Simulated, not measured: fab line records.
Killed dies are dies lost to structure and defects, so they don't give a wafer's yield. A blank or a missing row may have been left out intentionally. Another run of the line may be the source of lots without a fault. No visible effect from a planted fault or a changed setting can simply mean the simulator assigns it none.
fab line records	flow nand_harc
record: lots: 6	wafers: 18	last_day: 33
route steps=1302 shown A_STAIRCASE@670 END@1302
lots with no fault: from the same line, run without faults
start_h: hours from the record's first day to the start of the lot's first wafer shown	wait_h: time in hours since the lot's previous step	" as in the row above	L1.1+2: one row covering several wafers at once	- value missing, or start not given	* or withheld: withheld	< > ~ a bound
route shown NAME@n: a module of which the file shows steps, and the number in the route of the first	usual: mean/standard deviation of fault-free wafers	same: alike in all rows	chamber/n: place in a boat	sites: readings site by site	_std_site: the standard deviation of these	_edge_site: outer sites' mean less inner sites'	radius_mm: how far each site lies from the wafer's centre	mask NAME#n: copy n	behind: the most recent tool/chamber to have shaped the wafer	hold: cause of the lot's hold/its duration in hours/its outcome	device: the transistor (n, p or np) that didn't switch	end of line: tests run on the same wafers once the route is complete	a step without rows: its recipe alone	killed: not the wafer's yield, but the dies lost to structure and defects at the first sort	map: the dies of a wafer, with x for killed, . for not killed, _ for no die there
set.NAME: setting as actually run; set.NAME@STEP: the setting as run at that earlier step	model.NAME: the simulator's own value behind a step, which no gauge read
certain route steps with their lots: each step a table, each wafer a row
services: a tool's chamber out of use, with start hour (start_h, from the record's first day; less than 0 if before it), hours out, and reason
== steps ==
step: NHARC_A_STAIRCASE_TRIM_14
recipe: time_s: 211.2	o2_flow_sccm: 500	ar_flow_sccm: 0	bias_w: 0	chemistry: O2
step: NHARC_A_STAIRCASE_ETCH_15
recipe: target_depth_a: 1000	time_s: 40.5	ion_energy_ev: 400	c4f8_flow_sccm: 20	o2_flow_sccm: 10	ar_flow_sccm: withheld	rf_w: 600	bias_w: 1000	chemistry: C4F8/O2
usual: bias_w: 1000.0/2.7	chamber_pressure_mTorr: 25.003/0.024	oes_product_au: 0.942/0.01	rf_vpp_V: 897/5
lot.wafer	tool	chamber	start_h	wait_h	bias_w	chamber_pressure_mTorr	oes_product_au	rf_hours_counter_h	rf_vpp_V
L374.2	rie_diel-07	3	-	-	994.7	24.996	0.950	40	900
L374.4	"	0	"	"	999.1	24.991	0.945	34	901
L374.6	"	3	"	"	1002.0	24.976	0.946	-	899
L376.3	rie_diel-07	2	-	-	1002.7	24.990	0.941	40	895
L376.5	"	2	"	"	1000.2	25.026	0.959	-	897
L376.6	"	3	"	"	997.2	25.008	0.954	-	899
L377.2	rie_diel-04	0	-	-	1000.5	24.999	0.927	22	896
L377.3	"	2	"	"	1000.7	24.991	0.927	20	902
L377.5	"	1	"	"	999.1	25.011	0.962	-	889
L379.3	rie_diel-08	1	-	-	999.9	24.949	0.922	22	906
L379.2	"	3	"	"	1000.8	25.018	0.935	24	893
L379.4	"	0	"	"	1004.9	25.027	0.953	24	902
L387.1	rie_diel-07	0	-	-	999.5	25.023	0.927	21	899
L387.2	"	1	"	"	1004.0	24.994	0.927	22	893
L387.3	"	2	"	"	999.6	24.980	0.934	19	896
L390.4	rie_diel-04	2	-	-	998.7	25.024	0.933	8	902
L390.3	"	0	"	"	1001.1	25.004	0.934	10	895
L390.5	"	2	"	"	998.6	25.004	0.938	-	902
step: NHARC_A_STAIRCASE_TRIM_16
recipe: time_s: 211.2	o2_flow_sccm: 500	ar_flow_sccm: 0	bias_w: 0	chemistry: O2
usual: drypump_motor_current_A: 5.6/0.34	oes_product_au: 1.001/0.0078	rf_vpp_V: 57.9/0.86	showerhead_plenum_p_Torr: 3.55/0.14	throttle_valve_pct: 17.037/0.0092
lot.wafer	tool	chamber	start_h	wait_h	drypump_motor_current_A	oes_product_au	rf_hours_counter_h	rf_vpp_V	showerhead_plenum_p_Torr	throttle_valve_pct
L374.2	rie_diel-07	2	-	-	5.6	1.006	35	57.5	3.51	17.038
L374.4	"	3	"	"	6.0	1.011	41	57.2	3.59	17.051
L374.6	"	1	"	"	5.5	1.016	-	56.8	3.47	17.033
L376.3	rie_diel-07	2	-	-	5.6	0.995	40	56.1	3.50	17.030
L376.6	"	0	"	"	5.8	1.007	-	58.7	3.67	17.033
L376.5	"	1	"	"	5.5	0.997	-	57.4	3.47	17.042
L377.2	rie_diel-04	0	-	-	5.8	1.002	22	58.1	3.52	17.019
L377.3	"	2	"	"	5.8	1.012	20	58.5	3.74	17.027
L377.5	"	3	"	"	5.3	1.000	-	57.6	3.63	17.024
L379.3	rie_diel-08	2	-	-	5.4	1.000	22	57.2	3.38	17.035
L379.4	"	0	"	"	5.3	1.019	24	56.9	3.72	17.063
L379.2	"	1	"	"	6.0	0.998	23	58.3	3.79	17.044
L387.1	rie_diel-07	2	-	-	5.6	1.001	19	58.5	3.49	17.027
L387.2	"	3	"	"	6.0	1.001	19	58.5	3.57	17.042
L387.3	"	1	"	"	5.5	0.999	22	58.4	3.45	17.053
L390.4	rie_diel-04	2	-	-	5.8	0.992	10	57.8	3.72	17.027
L390.3	"	3	"	"	5.3	0.994	6	58.4	3.61	17.034
L390.5	"	2	"	"	5.8	1.006	-	58.6	3.72	17.040
step: NHARC_A_STAIRCASE_ETCH_17
recipe: target_depth_a: 1000	time_s: 40.5	ion_energy_ev: 400	c4f8_flow_sccm: 20	o2_flow_sccm: 10	ar_flow_sccm: withheld	rf_w: 600	bias_w: 1000	chemistry: C4F8/O2
step: NHARC_A_STAIRCASE_TRIM_18
recipe: time_s: 211.2	o2_flow_sccm: 500	ar_flow_sccm: 0	bias_w: 0	chemistry: O2
usual: drypump_motor_current_A: 5.6/0.34	oes_product_au: 1.001/0.0091	rf_vpp_V: 57.8/0.86	showerhead_plenum_p_Torr: 3.56/0.14	throttle_valve_pct: 17.037/0.0087
lot.wafer	tool	chamber	start_h	wait_h	drypump_motor_current_A	oes_product_au	rf_hours_counter_h	rf_vpp_V	showerhead_plenum_p_Torr	throttle_valve_pct
L374.4	rie_diel-07	2	-	-	5.6	0.994	35	58.6	3.51	17.027
L374.2	"	0	"	"	5.8	0.990	34	57.3	3.67	17.036
L374.6	"	3	"	"	6.0	0.998	-	57.5	3.59	17.041
L376.3	rie_diel-07	3	-	-	6.0	1.014	46	57.6	3.59	17.033
L376.5	"	2	"	"	5.6	1.012	-	57.3	3.50	17.047
L376.6	"	3	"	"	6.0	1.004	-	58.6	3.59	17.051
L377.2	rie_diel-04	1	-	-	4.8	1.016	21	58.0	3.37	17.031
L377.3	"	3	"	"	5.3	0.995	22	58.0	3.63	17.045
L377.5	"	2	"	"	5.8	0.993	-	57.8	3.74	17.029
L379.3	rie_diel-08	0	-	-	5.3	1.003	24	58.8	3.73	17.042
L379.4	"	1	"	"	6.0	0.981	23	58.9	3.79	17.036
L379.2	"	2	"	"	5.5	0.996	22	57.2	3.38	17.037
L387.1	rie_diel-07	1	-	-	5.5	0.989	22	57.4	3.45	17.040
L387.2	"	2	"	"	5.6	1.005	20	56.7	3.48	17.043
L387.3	"	3	"	"	6.0	1.002	19	56.8	3.57	17.047
L390.4	rie_diel-04	2	-	-	5.8	0.999	10	57.2	3.72	17.027
L390.3	"	0	"	"	5.9	0.985	13	56.4	3.50	17.028
L390.5	"	3	"	"	5.3	1.003	-	58.0	3.60	17.031
step: NHARC_A_STAIRCASE_ETCH_19
recipe: target_depth_a: 1000	time_s: 40.5	ion_energy_ev: 400	c4f8_flow_sccm: 20	o2_flow_sccm: 10	ar_flow_sccm: withheld	rf_w: 600	bias_w: 1000	chemistry: C4F8/O2
step: NHARC_A_STAIRCASE_TRIM_20
recipe: time_s: 211.2	o2_flow_sccm: 500	ar_flow_sccm: 0	bias_w: 0	chemistry: O2
step: NHARC_A_STAIRCASE_ETCH_21
recipe: target_depth_a: 1000	time_s: 40.5	ion_energy_ev: 400	c4f8_flow_sccm: 20	o2_flow_sccm: 10	ar_flow_sccm: withheld	rf_w: 600	bias_w: 1000	chemistry: C4F8/O2
usual: bias_w: 999.8/2.7	chamber_pressure_mTorr: 24.998/0.024	oes_product_au: 0.946/0.015	rf_vpp_V: 897/5
lot.wafer	tool	chamber	start_h	wait_h	bias_w	chamber_pressure_mTorr	oes_product_au	rf_hours_counter_h	rf_vpp_V
L374.2	rie_diel-04	0	-	-	998.9	24.998	0.958	14	897
L374.4	"	1	"	"	1000.8	25.015	0.971	12	889
L374.6	"	3	"	"	995.3	25.027	0.979	-	900
L376.3	rie_diel-07	0	-	-	1004.4	24.998	0.952	38	903
L376.6	"	2	"	"	999.7	24.971	0.940	-	896
L376.5	"	3	"	"	996.8	24.975	0.940	-	898
L377.2	rie_diel-04	2	-	-	998.4	24.989	0.927	20	906
L377.3	"	3	"	"	1001.1	25.060	0.940	22	900
L377.5	"	0	"	"	999.0	24.948	0.933	-	895
L379.4	rie_diel-08	3	-	-	997.7	24.994	0.941	24	892
L379.2	"	1	"	"	1000.1	25.003	0.939	23	906
L379.3	"	2	"	"	995.8	25.041	0.954	22	892
L387.2	rie_diel-07	3	-	-	997.4	24.998	0.945	19	896
L387.3	"	0	"	"	1001.0	24.973	0.948	22	899
L387.1	"	2	"	"	997.3	24.973	0.947	20	893
L390.3	rie_diel-07	0	-	-	995.0	25.003	0.957	34	901
L390.4	"	1	"	"	997.9	24.997	0.963	34	892
L390.5	"	0	"	"	997.8	24.984	0.967	-	899
step: NHARC_A_STAIRCASE_TRIM_22
recipe: time_s: 211.2	o2_flow_sccm: 500	ar_flow_sccm: 0	bias_w: 0	chemistry: O2
step: NHARC_A_STAIRCASE_ETCH_23
recipe: target_depth_a: 1000	time_s: 40.5	ion_energy_ev: 400	c4f8_flow_sccm: 20	o2_flow_sccm: 10	ar_flow_sccm: withheld	rf_w: 600	bias_w: 1000	chemistry: C4F8/O2
step: NHARC_A_STAIRCASE_TRIM_24
recipe: time_s: 211.2	o2_flow_sccm: 500	ar_flow_sccm: 0	bias_w: 0	chemistry: O2
step: NHARC_A_STAIRCASE_ETCH_25
recipe: target_depth_a: 1000	time_s: 40.5	ion_energy_ev: 400	c4f8_flow_sccm: 20	o2_flow_sccm: 10	ar_flow_sccm: withheld	rf_w: 600	bias_w: 1000	chemistry: C4F8/O2
usual: bias_w: 999.8/2.5	chamber_pressure_mTorr: 25.002/0.022	oes_product_au: 0.943/0.01	rf_vpp_V: 897/5
lot.wafer	tool	chamber	start_h	wait_h	bias_w	chamber_pressure_mTorr	oes_product_au	rf_hours_counter_h	rf_vpp_V
L374.2	rie_diel-04	3	408.73	-	996.4	25.003	0.960	13	899
L374.4	"	0	"	"	997.8	24.969	0.959	15	896
L374.6	"	0	"	"	1005.0	24.990	0.957	-	894
L376.3	rie_diel-07	2	422.29	-	-	-	-	-	-
L376.6	"	1	"	"	-	-	-	-	-
L376.5	"	2	"	"	-	-	-	-	-
L377.2	rie_diel-04	2	442.48	-	-	-	-	-	-
L377.3	"	1	"	"	-	-	-	-	-
L377.5	"	2	"	"	-	-	-	-	-
L379.3	rie_diel-08	3	452.47	-	1001.8	25.003	0.933	24	893
L379.2	"	0	"	"	999.5	25.002	0.951	24	904
L379.4	"	2	"	"	1000.2	24.989	0.954	22	891
L387.2	rie_diel-07	3	540.26	-	1001.3	25.003	0.930	20	896
L387.3	"	1	"	"	998.6	25.019	0.929	23	893
L387.1	"	2	"	"	1003.4	24.987	0.932	20	895
L390.3	rie_diel-07	0	566.78	-	999.0	24.972	0.960	34	900
L390.4	"	2	"	"	995.3	24.989	0.951	28	894
L390.5	"	0	"	"	995.7	24.950	0.958	-	900
step: NHARC_A_STAIRCASE_TRIM_26
recipe: time_s: 211.2	o2_flow_sccm: 500	ar_flow_sccm: 0	bias_w: 0	chemistry: O2
usual: drypump_motor_current_A: 5.6/0.32	oes_product_au: 1.001/0.0084	rf_vpp_V: 57.9/0.92	showerhead_plenum_p_Torr: 3.56/0.14	throttle_valve_pct: 17.036/0.0096
lot.wafer	tool	chamber	start_h	wait_h	drypump_motor_current_A	oes_product_au	rf_hours_counter_h	rf_vpp_V	showerhead_plenum_p_Torr	throttle_valve_pct
L374.4	rie_diel-04	0	-	-	5.8	0.981	15	57.5	3.53	17.048
L374.2	"	1	"	"	4.8	1.011	12	57.9	3.37	17.039
L374.6	"	1	"	"	4.8	1.005	-	58.1	3.37	17.032
L376.3	rie_diel-07	0	-	-	5.8	1.008	38	59.9	3.66	17.045
L376.6	"	2	"	"	5.6	1.009	-	58.6	3.50	17.039
L376.5	"	3	"	"	6.0	1.005	-	58.6	3.59	17.022
L377.3	rie_diel-04	1	-	-	4.8	1.015	23	57.1	3.37	17.028
L377.2	"	2	"	"	5.8	1.008	22	58.8	3.74	17.046
L377.5	"	2	"	"	5.8	1.004	-	57.0	3.74	17.034
L379.2	rie_diel-08	0	-	-	5.3	1.006	24	57.4	3.72	17.033
L379.4	"	1	"	"	6.0	0.992	23	57.6	3.80	17.066
L379.3	"	2	"	"	5.5	1.001	22	57.0	3.38	17.053
L387.3	rie_diel-07	1	-	-	5.5	0.998	23	57.3	3.45	17.030
L387.1	"	3	"	"	6.0	1.012	20	57.9	3.57	17.029
L387.2	"	0	"	"	5.8	1.013	23	58.1	3.64	17.035
L390.4	rie_diel-07	2	-	-	5.6	0.998	28	58.4	3.48	17.044
L390.3	"	0	"	"	5.8	1.002	34	58.4	3.63	17.048
L390.5	"	3	"	"	6.0	1.004	-	56.2	3.56	17.028
step: NHARC_END_SORT_01
recipe: temp_c: 25
usual: killed_at_array: 60/21	killed_at_other: 1.0/1.2	killed_at_periphery: 4.2/2.8	killed_dies: 65/20	killed_open: 3.1/1.8	killed_short: 2.6/1.6
same: gross_dies: 677
lot.wafer	tool	chamber	start_h	wait_h	killed_at_array	killed_at_other	killed_at_periphery	killed_dies	killed_open	killed_short
L374.2	prober-02	0	610.80	2.8	63	1	1	65	2	0
L374.4	prober-02	0	612.41	3.4	65	0	2	67	7	2
L374.6	prober-02	0	614.01	4.0	54	1	4	59	5	2
L376.3	prober-02	0	624.75	3.1	670	0	7	677	3	6
L376.5	prober-02	0	626.34	3.7	677	0	0	677	3	1
L376.6	prober-02	0	627.13	4.0	674	0	3	677	3	3
L377.2	prober-01	0	657.21	2.8	673	2	2	677	5	3
L377.3	prober-01	0	657.99	3.1	670	4	3	677	3	1
L377.5	prober-01	0	659.57	3.6	674	2	1	677	4	2
L387.1	prober-02	0	764.95	2.5	44	2	0	46	2	3
L387.2	prober-02	0	765.75	2.8	36	0	4	40	5	4
L387.3	prober-02	0	766.55	3.1	29	0	2	31	0	1
killed by level:class
L374.2 A_CHANNEL_HOLE_D1:chamber_film_flake=41 A_CHANNEL_HOLE_D2:chamber_film_flake=9 A_CHANNEL_FILL_D2:chamber_film_flake=4 A_CHANNEL_FILL_D1:chamber_film_flake=3 A_CONTACT:chamber_film_flake=3 P_GATE:geometric_particle:open=1 A_ONON_D1:geometric_particle:open=1 A_DECK1_JOINT:chamber_film_flake=1
L374.4 A_CHANNEL_HOLE_D1:chamber_film_flake=39 A_CHANNEL_HOLE_D2:chamber_film_flake=9 A_CONTACT:chamber_film_flake=5 A_SLIT:chamber_film_flake=3 A_DECK1_JOINT:geometric_particle:open=2 P_GATE:geometric_particle:open=1 P_CONTACT:geometric_particle:open=1 A_ONON_D1:geometric_particle:open=1
L374.6 A_CHANNEL_HOLE_D1:chamber_film_flake=33 A_CONTACT:chamber_film_flake=8 A_CHANNEL_HOLE_D2:chamber_film_flake=6 P_CONTACT:geometric_particle:open=2 P_M0:chamber_film_flake=2 A_CHANNEL_FILL_D2:geometric_particle:open=1 A_SGD_CUT:geometric_particle:open=1 A_SGD_CUT:geometric_particle:short=1
L376.3 A_STAIRCASE:area_etch=566 A_CHANNEL_HOLE_D2:chamber_film_flake=35 A_SLIT:chamber_film_flake=29 A_CHANNEL_HOLE_D1:chamber_film_flake=26 P_ZERO_WELL:chamber_film_flake=4 A_CONTACT:chamber_film_flake=4 A_STAIRCASE:chamber_film_flake=3 P_GATE:geometric_particle:short=2
L376.5 A_STAIRCASE:area_etch=581 A_SLIT:chamber_film_flake=36 A_CHANNEL_HOLE_D1:chamber_film_flake=27 A_CHANNEL_HOLE_D2:chamber_film_flake=23 A_WL_FILL:geometric_particle:open=2 A_STAIRCASE:chamber_film_flake=2 A_CONTACT:chamber_film_flake=2 A_CHANNEL_HOLE_D1:geometric_particle:open=1
L376.6 A_STAIRCASE:area_etch=590 A_CHANNEL_HOLE_D1:chamber_film_flake=32 A_CHANNEL_HOLE_D2:chamber_film_flake=23 A_SLIT:chamber_film_flake=13 A_M0:chamber_film_flake=6 A_STAIRCASE:chamber_film_flake=3 A_CHANNEL_FILL_D2:geometric_particle:short=2 P_GATE:geometric_particle:open=1
L377.2 A_STAIRCASE:area_etch=596 A_SLIT:chamber_film_flake=26 A_CHANNEL_HOLE_D1:chamber_film_flake=21 A_CHANNEL_HOLE_D2:chamber_film_flake=13 A_CONTACT:chamber_film_flake=4 A_BONDPAD:chamber_film_flake=3 A_CHANNEL_FILL_D1:geometric_particle:open=2 A_CHANNEL_FILL_D2:chamber_film_flake=2
L377.3 A_STAIRCASE:area_etch=595 A_CHANNEL_HOLE_D1:chamber_film_flake=39 A_SLIT:chamber_film_flake=15 A_CHANNEL_HOLE_D2:chamber_film_flake=11 THIN_TSV:chamber_film_flake=4 A_DECK1_JOINT:chamber_film_flake=2 A_CHANNEL_FILL_D2:chamber_film_flake=2 A_STAIRCASE:chamber_film_flake=2
L377.5 A_STAIRCASE:area_etch=591 A_CHANNEL_HOLE_D1:chamber_film_flake=36 A_SLIT:chamber_film_flake=18 A_CHANNEL_HOLE_D2:chamber_film_flake=14 A_CONTACT:chamber_film_flake=6 A_STAIRCASE:chamber_film_flake=2 THIN_TSV:chamber_film_flake=2 A_CHANNEL_HOLE_D1:geometric_particle:short=1
L387.1 A_CHANNEL_HOLE_D2:chamber_film_flake=21 A_CHANNEL_HOLE_D1:chamber_film_flake=7 A_SLIT:chamber_film_flake=4 A_CHANNEL_HOLE_D2:geometric_particle:short=2 A_M0:geometric_particle:open=2 A_CONTACT:chamber_film_flake=2 A_BLC:chamber_film_flake=2 THIN_TSV:chamber_film_flake=2
L387.2 A_CHANNEL_HOLE_D2:chamber_film_flake=9 A_CHANNEL_HOLE_D1:chamber_film_flake=4 A_BLC:chamber_film_flake=4 A_CONTACT:chamber_film_flake=3 A_STAIRCASE:chamber_film_flake=3 A_SLIT:chamber_film_flake=3 A_DECK1_JOINT:geometric_particle:open=2 A_WL_FILL:geometric_particle:short=2
L387.3 A_CHANNEL_HOLE_D2:chamber_film_flake=14 A_SLIT:chamber_film_flake=4 A_CHANNEL_HOLE_D1:chamber_film_flake=3 A_BLC:chamber_film_flake=3 A_CHANNEL_FILL_D2:geometric_particle:short=1 P_STI:chamber_film_flake=1 P_M0:chamber_film_flake=1 A_ZERO_WELL:chamber_film_flake=1
map L376.3 (x killed, . not)
____________x____________
_________xxxxxxx_________
_______xxxxxxxxxxx_______
______xxxxxxxxxxxxx______
_____xxxxxxxxxxxxxxx_____
____xxxxxxxxxxxxxxxxx____
____xxxxxxxxxxxxxxxxx____
___xxxxxxxxxxxxxxxxxxx___
___xxxxxxxxxxxxxxxxxxx___
__xxxxxxxxxxxxxxxxxxxxx__
__xxxxxxxxxxxxxxxxxxxxx__
_xxxxxxxxxxxxxxxxxxxxxxx_
_xxxxxxxxxxxxxxxxxxxxxxx_
_xxxxxxxxxxxxxxxxxxxxxxx_
_xxxxxxxxxxxxxxxxxxxxxxx_
_xxxxxxxxxxxxxxxxxxxxxxx_
xxxxxxxxxxxxxxxxxxxxxxxxx
xxxxxxxxxxxxxxxxxxxxxxxxx
xxxxxxxxxxxxxxxxxxxxxxxxx
xxxxxxxxxxxxxxxxxxxxxxxxx
xxxxxxxxxxxxxxxxxxxxxxxxx
_xxxxxxxxxxxxxxxxxxxxxxx_
_xxxxxxxxxxxxxxxxxxxxxxx_
_xxxxxxxxxxxxxxxxxxxxxxx_
_xxxxxxxxxxxxxxxxxxxxxxx_
_xxxxxxxxxxxxxxxxxxxxxxx_
__xxxxxxxxxxxxxxxxxxxxx__
__xxxxxxxxxxxxxxxxxxxxx__
___xxxxxxxxxxxxxxxxxxx___
___xxxxxxxxxxxxxxxxxxx___
____xxxxxxxxxxxxxxxxx____
____xxxxxxxxxxxxxxxxx____
_____xxxxxxxxxxxxxxx_____
______xxxxxxxxxxxxx______
_______xxxxxxxxxxx_______
_________xxxxxxx_________
____________x____________
map L377.2 (x killed, . not)
____________x____________
_________xxxxxxx_________
_______xxxxxxxxxxx_______
______xxxxxxxxxxxxx______
_____xxxxxxxxxxxxxxx_____
____xxxxxxxxxxxxxxxxx____
____xxxxxxxxxxxxxxxxx____
___xxxxxxxxxxxxxxxxxxx___
___xxxxxxxxxxxxxxxxxxx___
__xxxxxxxxxxxxxxxxxxxxx__
__xxxxxxxxxxxxxxxxxxxxx__
_xxxxxxxxxxxxxxxxxxxxxxx_
_xxxxxxxxxxxxxxxxxxxxxxx_
_xxxxxxxxxxxxxxxxxxxxxxx_
_xxxxxxxxxxxxxxxxxxxxxxx_
_xxxxxxxxxxxxxxxxxxxxxxx_
xxxxxxxxxxxxxxxxxxxxxxxxx
xxxxxxxxxxxxxxxxxxxxxxxxx
xxxxxxxxxxxxxxxxxxxxxxxxx
xxxxxxxxxxxxxxxxxxxxxxxxx
xxxxxxxxxxxxxxxxxxxxxxxxx
_xxxxxxxxxxxxxxxxxxxxxxx_
_xxxxxxxxxxxxxxxxxxxxxxx_
_xxxxxxxxxxxxxxxxxxxxxxx_
_xxxxxxxxxxxxxxxxxxxxxxx_
_xxxxxxxxxxxxxxxxxxxxxxx_
__xxxxxxxxxxxxxxxxxxxxx__
__xxxxxxxxxxxxxxxxxxxxx__
___xxxxxxxxxxxxxxxxxxx___
___xxxxxxxxxxxxxxxxxxx___
____xxxxxxxxxxxxxxxxx____
____xxxxxxxxxxxxxxxxx____
_____xxxxxxxxxxxxxxx_____
______xxxxxxxxxxxxx______
_______xxxxxxxxxxx_______
_________xxxxxxx_________
____________x____________
== services ==
tool	chamber	start_h	hours	kind
rie_diel-07	0	388.16	14.9	repair
rie_diel-07	0	405.29	-	clean
rie_diel-07	1	405.29	-	clean
rie_diel-07	2	405.29	-	clean
rie_diel-07	3	405.29	-	clean
rie_diel-08	2	409.45	4.7	repair
rie_diel-07	0	429.79	-	clean
rie_diel-07	1	429.79	-	clean
rie_diel-07	2	429.79	-	clean
rie_diel-07	3	429.79	-	clean
rie_diel-07	0	454.29	-	clean
rie_diel-07	1	454.29	-	clean
rie_diel-07	2	454.29	-	clean
rie_diel-07	3	454.29	-	clean
rie_diel-07	1	459.92	9.0	repair
rie_diel-07	-	471.62	9.0	pm
rie_diel-07	0	471.62	9.0	vent_cycle
rie_diel-07	1	471.62	9.0	vent_cycle
rie_diel-07	2	471.62	9.0	vent_cycle
rie_diel-07	3	471.62	9.0	vent_cycle
rie_diel-07	0	480.62	-	clean
rie_diel-04	-	533.20	9.0	pm
rie_diel-08	-	544.93	9.0	pm
rie_diel-04	2	556.72	1.8	repair
== key ==
first_sign: step: NHARC_A_STAIRCASE_ETCH_25	reading: tool_record	direction: missing
effect: step: NHARC_END_SORT_01	reading: killed_dies	direction: up	sigmas: 31	usual: 65	struck: 677
more_kills_born_at: NHARC_A_STAIRCASE_ETCH_25@rie_diel-04: 1781	NHARC_A_STAIRCASE_ETCH_25@rie_diel-07: 1740
met_at NHARC_A_STAIRCASE_ETCH_25
struck_wafers L376.3,L376.5,L376.6,L377.2,L377.3,L377.5
later_rows_left_out L376.3,L376.5,L376.6,L377.2,L377.3,L377.5
tester_left_out L376,L377
onset_between 408.73 422.29
fault: kind: skipped_step_whole	tool: rie_diel-04,rie_diel-07	chamber: -	onset_h: 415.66	steps: NHARC_A_STAIRCASE_ETCH_25	scope: struck_lots_only
tester_left_out: of these lots the tester's yield and bins aren't shown, on N5 and GAA mostly nor the transistor test; their killed dies are dies lost to structure and defects alone, not to doping, threshold or leakage, so they don't give the yield
later_rows_left_out: the simulator's readings of these wafers behind a module that went badly wrong aren't trusted and aren't shown, but for the sort
